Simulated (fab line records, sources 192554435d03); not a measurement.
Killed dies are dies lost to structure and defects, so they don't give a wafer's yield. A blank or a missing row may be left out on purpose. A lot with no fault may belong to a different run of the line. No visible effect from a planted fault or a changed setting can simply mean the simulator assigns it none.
A struck lot beside a sound one + flow n5-finfet + 17 out of 1938 route steps
Sound: the wafers L978.2, L978.3, L978.4. Struck: wafer L993.4 (left out: L993.1, L993.2 of the same lot, which were not struck); the cause appears at the end.
Per side, at each step with rows, come the tool, then ch with its chambers, and then its first start. Under that, the readings that differ: sound wafers + struck wafers + difference of the means + sigmas: that difference in standard deviations of wafers without a fault.
alike: readings with means less than 2 such deviations apart, plus words and numbers identical on both sides. not compared: withheld readings, readings lacking a value on some wafer, bounds such as >300 that could conceal the same value, and numbers that have no deviation in the record and whose values overlap.
Wherever a step has rows on one side only, a row that says differs or no value, or a row with sigmas, the two part there. When numbers do not overlap yet have no deviation, they are printed without sigmas and do not part them. A reading that every wafer of one side lacks parts them only if that side has two wafers or more.

first, 4 steps without rows for these wafers: N5_BEOL_M9_HM_STRIP_39 (strips TiN in peroxide tin strip, target depth 25 nm, time 158 s); N5_BEOL_M9_SRD_40 (time 30 s); N5_BEOL_M9_PRECLEAN_42 (cleans in residue remover, time 60 s); N5_BEOL_M9_SRD_43 (time 30 s).
N5_BEOL_M9_CD_MEAS_35: target cd 70 nm, target cd y 40 nm.
  sound: cd-sem-03 at day 10 08:45; struck: cd-sem-01 at day 14 16:07
| reading    | sound          | struck | difference | sigmas |
|------------|----------------|--------|------------|--------|
| cd-nm (nm) | 69.2 71.4 70.5 | 68.3   | -2.1       | -3     |
N5_BEOL_M9_CURE_72: cures SiCOH lowk, time 120 s.
  sound on uv-cure-03 ch 2, day 10 08:50; struck on uv-cure-01 ch 2, day 14 16:09
| reading          | sound             | struck | difference | sigmas |
|------------------|-------------------|--------|------------|--------|
| wafer_temp_C_max | 370.8 370.6 370.9 | 372.0  | +1.2       | +2     |
  alike: lamp-power-pct
then, 1 step without rows for these wafers: N5_BEOL_M9_DEGAS_44 (time 60 s).
N5_BEOL_M9_PRE_CLEAN_45: time 30 s.
  sound: pvd-sputter-01 at day 10 11:49; struck: pvd-sputter-03 at day 14 17:39
| reading            | sound       | struck | difference | sigmas |
|--------------------|-------------|--------|------------|--------|
| heater-power-w (W) | 322 343 317 | 361    | +34        | +2     |
N5_BEOL_M9_ALD_74: deposits TaN, target thk 2 nm, pulse time 2 s, purge time 3 s.
  sound on ald-metal-02 ch 0,1,3, day 10 11:54; struck on ald-metal-01 ch 2, day 14 17:43
  alike: heater-power-w, mfc-carrier-sccm
N5_BEOL_M9_SURFACE_TREAT_79:
  sound: pvd-sputter-01 at day 10 12:11; struck: pvd-sputter-02 at day 14 18:02
  not compared: pressure-mtorr, throttle-valve-pct
then, 1 step without rows for these wafers: N5_BEOL_M9_CVD_78 (deposits Co from CCTBA/H2, target thk 2 nm, time 138.9 s).
N5_BEOL_M9_SPUTTER_48: material Cu, target thk 12 nm, time 2 s.
  sound: pvd-sputter-01 at day 10 12:23; struck: pvd-sputter-02 at day 14 18:20
  alike: throttle-valve-pct
N5_BEOL_M9_ECD_50: material Cu, target thk 318 nm.
  sound on ecd-cu-01 ch 0,1, day 10 12:30; struck on ecd-cu-01 ch 1, day 14 18:28
| reading                                | sound           | struck | difference | sigmas |
|----------------------------------------|-----------------|--------|------------|--------|
| model.Cu_of_BEOL_M9_ECD_50.thk-nm (nm) | 321.2 313.2 316 | 575.8  | +259.0     |        |
then, 1 step without rows for these wafers: N5_BEOL_M9_ANNEAL_51 (time 90 s).
N5_BEOL_M9_CMP_52: polishes, stops on SiCOH lowk, t overpolish 7 s, target thk 140 nm.
  sound on cmp-01 ch 0,1,3, day 10 13:00; struck on cmp-01 ch 2, day 14 18:52
| reading                | sound    | struck | difference | sigmas |
|------------------------|----------|--------|------------|--------|
| time-to-endpoint-s (s) | 64 66 70 | 124    | +57        | +12    |
  alike: head-pressure-psi, motor-current-A
N5_BEOL_M9_THK_MEAS_53: measures by xrf.
  sound: film-metro-01 at day 10 13:16; struck: film-metro-01 at day 14 19:10
  alike: M9_THK
-- a jump in the record: the struck wafers' starts before and after are 2 days apart (it breaks off in module BEOL_M9 and resumes in module PASSIVATION, where the first step shown is number 1936 of the route) --
N5_PASSIVATION_PROBE_49:
  sound: prober-01 at day 12 22:04; struck: prober-02 at day 17 00:52
| reading            | sound    | struck | difference | sigmas |
|--------------------|----------|--------|------------|--------|
| killed_at_M0_to_M3 | 35 31 21 | 58     | +29        | +3     |
  alike: defect-limited-yield, killed_at_M4_up, killed-at-contacts, killed-at-front-end, killed-at-other, killed-dies, killed-open, killed-short, sort_bin_5_function, sort_bin_6_memory, sort_bin_8_speed, sort-n-pass

== WHERE THEY PART ==
At N5_BEOL_M9_CD_MEAS_35 first; at N5_PASSIVATION_PROBE_49 last (within this record only).

WHY: what had been put in by the simulator
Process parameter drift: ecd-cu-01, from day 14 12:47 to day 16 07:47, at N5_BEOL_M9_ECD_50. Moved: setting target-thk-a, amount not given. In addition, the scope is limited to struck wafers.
